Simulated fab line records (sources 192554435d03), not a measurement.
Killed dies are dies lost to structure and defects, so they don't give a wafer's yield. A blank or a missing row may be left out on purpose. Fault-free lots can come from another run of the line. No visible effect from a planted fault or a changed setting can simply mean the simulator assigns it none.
Chamber matching	flow n5-finfet	N5_BEOL_M14_DESCUM_15 on rie-diel-06 has 4 sister chambers
The step chemistry O2, time 7.9 s. 7 wafers are shown with their chamber, then 7 later ones without.

## EACH WAFER AND ITS CHAMBER
wafer	chamber	drypump-motor-current-A (A)	throttle-valve-pct (%)
L074.4	0	5.2	19.88
L076.4	3	4.9	20.33
L077.5	1	5.6	20.66
L081.3	1	5.5	20.68
L081.4	3	4.9	20.01
L084.3	2	5.6	20.05
L084.5	2	5.6	20.05

## WAFERS WITHOUT THEIR CHAMBER
wafer	drypump-motor-current-A (A)	throttle-valve-pct (%)
L084.6	4.9	20.02
L087.1	4.9	20.06
L087.2	5.6	20.70
L087.5	5.0	20.04
L097.1	5.6	20.08
L097.2	5.5	20.71
L097.4	5.0	20.09

## CHAMBER TAKEN BY EACH
wafer	from the rows above	in truth
L084.6	3	3
L087.1	3	3
L087.2	1	1
L087.5	3	3
L097.1	2	2
L097.2	1	1
L097.4	3	3
Correct placement for 7 of the 7. From these rows, 0 cannot be placed. Number placed wrongly: 0.
How it was worked out, from the rows above alone: a wafer's distance from a chamber is the root of the sum, over the readings, of the square of ((its reading less the chamber's mean) divided by the reading's scatter). If the next closest chamber is less than 2 further off than the closest, the wafer can't be placed; otherwise it belongs to the closest. For every chamber, the mean is computed from those of its wafers that are shown. How the scatter is found: for the shown wafers, subtract from each reading the mean of its chamber, square and add these, divide the total by (wafers less chambers), then take the root.
